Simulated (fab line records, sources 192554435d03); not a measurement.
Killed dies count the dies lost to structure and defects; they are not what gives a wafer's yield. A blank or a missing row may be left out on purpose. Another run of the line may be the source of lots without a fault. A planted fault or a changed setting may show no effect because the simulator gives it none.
The tool behind it: which one?	flow n5Finfet	24 lots with 72 wafers sampled at 5 steps, on a route of 1938 steps

== WHAT THE GAUGES READ, wafer by wafer ==
N5_PMOS_HMC_CHANNEL_EPI_INSPECT_11: inspects for defects (macro). Usual: 2.1 for rawDefectCount, sd 1.5.
lot	measured	on	rawDefectCount	flag
L074	day 1 18:07	defectInspect-02	3 2 2	
L075	day 1 23:43	defectInspect-01	1 5 4	
L076	day 2 05:25	defectInspect-02	2 0 1	
L077	day 2 13:02	defectInspect-02	0 2 1	
L078	day 2 17:22	defectInspect-01	1 0 0	
L079	day 2 23:51	defectInspect-02	3 2 2	
L080	day 3 05:13	defectInspect-01	2 3 0	
L081	day 3 11:40	defectInspect-02	0 0 4	
L082	day 3 17:26	defectInspect-02	3 1 0	
L083	day 3 23:50	defectInspect-02	5 5 0	
L084	day 4 05:49	defectInspect-01	2 3 5	
L085	day 4 12:01	defectInspect-01	2 1 1	
L086	day 4 17:20	defectInspect-01	4 3 2	
L087	day 4 23:01	defectInspect-01	2 0 6	
L088	day 5 05:41	defectInspect-01	2 0 2	
L089	day 5 11:42	defectInspect-02	1 3 1	
L090	day 5 18:01	defectInspect-02	3 3 4	
L091	day 5 23:22	defectInspect-01	0 2 5	
L092	day 6 05:58	defectInspect-01	1 2 3	
L093	day 6 11:03	defectInspect-01	1 1 2	
L094	day 6 17:15	defectInspect-01	1 1 3	
L095	day 6 23:17	defectInspect-01	4 2 1	
L096	day 7 05:16	defectInspect-01	6 3 2	
L097	day 7 11:32	defectInspect-01	0 2 0	

N5_FIN_SAQP_THK_MEAS_07. Usual: 60.4 nm for thkNm, sd 0.83.
lot	measured	on	thkNm (nm)	flag
L074	day 1 21:46	filmMetro-01	60.4 61.0 60.7	
L075	day 2 03:35	filmMetro-02	59.5 60.1 59.9	
L076	day 2 10:06	filmMetro-02	60.0 61.3 60.9	
L077	day 2 17:17	filmMetro-02	59.7 59.0 61.8	
L078	day 2 21:11	filmMetro-02	60.2 60.4 60.2	
L079	day 3 03:43	filmMetro-01	60.0 60.1 61.8	
L080	day 3 08:56	filmMetro-02	58.8 60.3 59.6	
L081	day 3 15:27	filmMetro-01	59.4 60.6 60.6	
L082	day 3 21:13	filmMetro-01	59.4 60.7 60.4	
L083	day 4 03:31	filmMetro-01	60.5 60.9 60.3	
L084	day 4 09:31	filmMetro-02	59.6 59.1 61.6	
L085	day 4 16:56	filmMetro-01	60.7 61.4 60.5	
L086	day 4 22:54	filmMetro-02	59.8 60.0 61.5	
L087	day 5 02:40	filmMetro-01	60.4 61.4 60.7	
L088	day 5 09:29	filmMetro-02	59.4 60.2 61.4	
L089	day 5 16:22	filmMetro-01	61.4 60.2 61.4	
L090	day 5 21:37	filmMetro-02	60.4 61.5 60.7	
L091	day 6 02:59	filmMetro-02	59.6 60.3 59.5	
L092	day 6 10:01	filmMetro-02	59.7 60.2 60.7	
L093	day 6 14:43	filmMetro-01	59.3 60.4 60.9	
L094	day 6 21:28	filmMetro-01	61.3 60.9 60.0	
L095	day 7 03:54	filmMetro-02	60.6 61.3 61.0	
L096	day 7 09:08	filmMetro-02	60.4 59.3 60.0	
L097	day 7 15:08	filmMetro-01	60.0 60.8 60.0	

N5_FIN_SAQP_OVL_MEAS_17. Usual: FIN_CORE_OVL -0.2 nm, standard deviation 0.7.
lot	measured	on	FIN_CORE_OVL (nm)	flag
L074	day 1 22:09	overlay-01	0.9 0.1 -0.1	
L075	day 2 04:07	overlay-01	-1.3 1.0 -0.6	
L076	day 2 10:37	overlay-02	0.1 -1.2 0.3	
L077	day 2 17:49	overlay-02	-1.1 -0.6 0.9	
L078	day 2 21:43	overlay-02	-0.7 -0.2 -0.2	
L079	day 3 04:14	overlay-02	0.2 -1.2 0.3	
L080	day 3 09:29	overlay-02	-0.3 0.9 0.3	
L081	day 3 16:00	overlay-02	-0.5 -1.0 0.1	
L082	day 3 21:45	overlay-02	0.4 -0.9 -0.6	
L083	day 4 03:55	overlay-02	0.3 0.9 0.0	
L084	day 4 10:02	overlay-02	-0.2 0.0 0.1	
L085	day 4 17:29	overlay-01	1.6 -0.7 -0.5	
L086	day 4 23:25	overlay-02	-1.1 -1.7 0.8	
L087	day 5 03:13	overlay-01	0.8 -0.6 0.9	
L088	day 5 10:00	overlay-02	0.5 -0.4 0.4	
L089	day 5 16:47	overlay-02	-1.0 -0.9 -2.6	
L090	day 5 22:08	overlay-01	1.3 1.2 -0.1	
L091	day 6 03:32	overlay-01	-0.9 -1.1 -0.5	
L092	day 6 10:25	overlay-01	-0.6 0.1 -0.1	
L093	day 6 15:06	overlay-01	0.2 0.8 -0.2	
L094	day 6 21:52	overlay-02	-0.7 -1.2 -1.0	
L095	day 7 04:26	overlay-01	-0.8 0.0 -1.0	
L096	day 7 09:40	overlay-02	-0.5 -0.4 -0.6	
L097	day 7 15:32	overlay-02	0.3 -0.8 -0.4	

== WHICH TOOL RAN EACH LOT (tool, then ch and the chambers of the sampled wafers, then the start) ==
lot	N5_PMOS_HMC_CHANNEL_EPI_STRIP_33	N5_FIN_SAQP_HM_DEP_72
L074	rieDiel-05 ch 0,1, day 1 18:17	pecvd-03 ch 0,1,2, day 1 21:49
L075	rieDiel-06 ch 0,1,2, day 1 23:54	pecvd-04 ch 0,1,2, day 2 03:37
L076	rieDiel-06 ch 0,1, day 2 06:08	pecvd-03 ch 0,1, day 2 10:08
L077	rieDiel-06 ch 1,2, day 2 13:41	pecvd-02 ch 0,1, day 2 17:20
L078	rieDiel-01 ch 1,2, day 2 17:44	pecvd-04 ch 1,2, day 2 21:14
L079	rieDiel-01 ch 1,3, day 3 00:13	pecvd-04 ch 0,1,2, day 3 03:45
L080	rieDiel-01 ch 0,3, day 3 05:23	pecvd-04 ch 0,1, day 3 08:59
L081	rieDiel-05 ch 2,3, day 3 11:50	pecvd-02 ch 0,1, day 3 15:31
L082	rieDiel-05 ch 0,1,3, day 3 17:42	pecvd-03 ch 0,1, day 3 21:16
L083	rieDiel-01 ch 0,1,3, day 4 00:00	pecvd-04 ch 0,1, day 4 03:33
L084	rieDiel-01 ch 0,1, day 4 05:58	pecvd-03 ch 1,2, day 4 09:32
L085	rieDiel-01 ch 0,1,2, day 4 12:11	pecvd-03 ch 1,2, day 4 16:59
L086	rieDiel-01 ch 0,2,3, day 4 17:47	pecvd-02 ch 0,1,2, day 4 22:56
L087	rieDiel-06 ch 1,2,3, day 4 23:11	pecvd-03 ch 1,2, day 5 02:43
L088	rieDiel-01 ch 0,1, day 5 05:53	pecvd-02 ch 0,1, day 5 09:31
L089	rieDiel-05 ch 0,1,2, day 5 11:52	pecvd-02 ch 0,1,2, day 5 16:25
L090	rieDiel-06 ch 0,1,2, day 5 18:10	pecvd-03 ch 1,2, day 5 21:39
L091	rieDiel-05 ch 1,2,3, day 5 23:31	pecvd-02 ch 0,2, day 6 03:01
L092	rieDiel-01 ch 1,2,3, day 6 06:08	pecvd-03 ch 0,1,2, day 6 10:03
L093	rieDiel-05 ch 1,2,3, day 6 11:13	pecvd-04 ch 0,1,2, day 6 14:44
L094	rieDiel-05 ch 0,3, day 6 17:25	pecvd-02 ch 0,1,2, day 6 21:32
L095	rieDiel-05 ch 0,1, day 6 23:26	pecvd-02 ch 0,1, day 7 03:56
L096	rieDiel-06 ch 1,3, day 7 05:26	pecvd-03 ch 0,1,2, day 7 09:10
L097	rieDiel-05 ch 0,1, day 7 11:42	pecvd-04 ch 0,1,2, day 7 15:11
- N5_PMOS_HMC_CHANNEL_EPI_STRIP_33: strips in N2/H2.
- N5_FIN_SAQP_HM_DEP_72: deposits SiO2 from SiH4/N2O, target thk 12 nm, time 7.2 s.

== AS READ BY THE TOOLS THEMSELVES (means over the sampled wafers that have a number; for cases with no such wafer, the mark the record gives instead) ==
N5_PMOS_HMC_CHANNEL_EPI_STRIP_33. Usual: drypumpMotorCurrentA 5.8 A, standard deviation 0.37; h2FlowSccm 300.0 sccm, standard deviation 0.95; oesProductAu 0.78 a.u., standard deviation 0.072; rfVppV 54.0 V, standard deviation 1.5; showerheadPlenumPTorr 3.33 Torr, standard deviation 0.11; throttleValvePct 19.0 %, standard deviation 0.33.
lot	tool	drypumpMotorCurrentA (A)	h2FlowSccm (sccm)	oesProductAu (a.u.)	rfVppV (V)	showerheadPlenumPTorr (Torr)	throttleValvePct (%)	flag
L074	rieDiel-05	6.0	299.9	0.84	53.8	3.44	18.7	
L075	rieDiel-06	6.0	299.6	0.76	53.4	3.27	19.1	
L076	rieDiel-06	6.2	300.4	0.75	54.5	3.21	19.1	
L077	rieDiel-06	6.2	299.3	0.70	55.1	3.24	19.5	
L078	rieDiel-01	5.7	300.5	0.79	55.0	3.45	18.8	
L079	rieDiel-01	5.5	300.2	0.75	54.6	3.39	18.8	
L080	rieDiel-01	5.4	300.4	0.77	53.9	3.33	18.8	
L081	rieDiel-05	6.0	300.5	0.72	54.6	3.21	19.3	
L082	rieDiel-05	5.7	300.0	0.80	53.8	3.34	18.8	
L083	rieDiel-01	5.5	300.0	0.76	54.5	3.36	18.9	
L084	rieDiel-01	5.3	300.1	0.79	53.4	3.42	18.8	
L085	rieDiel-01	5.7	299.4	0.79	54.2	3.41	18.8	
L086	rieDiel-01	5.6	299.3	0.78	54.9	3.33	18.9	
L087	rieDiel-06	6.1	299.9	0.79	55.9	3.41	19.4	
L088	rieDiel-01	5.4	300.0	0.77	52.5	3.41	18.9	
L089	rieDiel-05	6.1	299.3	0.78	54.2	3.33	18.9	
L090	rieDiel-06	6.0	299.6	0.83	53.7	3.39	19.0	
L091	rieDiel-05	5.9	300.0	0.73	54.9	3.30	19.2	
L092	rieDiel-01	5.7	300.3	0.76	53.5	3.35	18.9	
L093	rieDiel-05	5.9	299.8	0.71	55.1	3.30	19.2	
L094	rieDiel-05	5.7	299.1	0.83	54.4	3.27	18.6	
L095	rieDiel-05	6.0	300.5	0.79	53.2	3.42	18.8	
L096	rieDiel-06	6.1	300.8	0.96	53.5	3.40	19.0	
L097	rieDiel-05	6.0	301.3	0.83	54.2	3.35	18.6	

N5_FIN_SAQP_HM_DEP_72. Usual: heaterPowerW 796 W, standard deviation 100; showerheadPlenumPTorr 8.14 Torr, standard deviation 0.12.
lot	tool	heaterPowerW (W)	showerheadPlenumPTorr (Torr)	flag
L074	pecvd-03	855	8.20	
L075	pecvd-04	820	8.10	
L076	pecvd-03	907	8.16	
L077	pecvd-02	727	8.01	
L078	pecvd-04	860	8.07	
L079	pecvd-04	759	8.12	
L080	pecvd-04	809	8.02	
L081	pecvd-02	709	8.02	
L082	pecvd-03	795	8.16	
L083	pecvd-04	794	8.02	
L084	pecvd-03	816	8.17	
L085	pecvd-03	795	8.20	
L086	pecvd-02	800	8.10	
L087	pecvd-03	794	8.20	
L088	pecvd-02	732	8.13	
L089	pecvd-02	808	8.09	
L090	pecvd-03	740	8.21	
L091	pecvd-02	762	8.21	
L092	pecvd-03	837	8.19	
L093	pecvd-04	765	8.12	
L094	pecvd-02	792	8.08	
L095	pecvd-02	717	8.01	
L096	pecvd-03	811	8.18	
L097	pecvd-04	816	8.12	

== THE ANSWER, worked out from the rows above alone ==
Rule: a lot counts as off when the mean over its wafers that have a number is more than 3 standard deviations away from the usual mean. A lot without any number at a reading at which 4 lots or more have one is off too. All remaining lots with rows at the step are treated as sound. Order of review: gauges by route order, followed by the tools' own readings, for which a lot's mean as printed above is used. At the first step where some lot is off, the reading lying furthest off is the one used; lots without a number count as furthest.
Nothing can be told from this: no lot is off at any reading shown.

== WHAT THE SIMULATOR PUT IN ==
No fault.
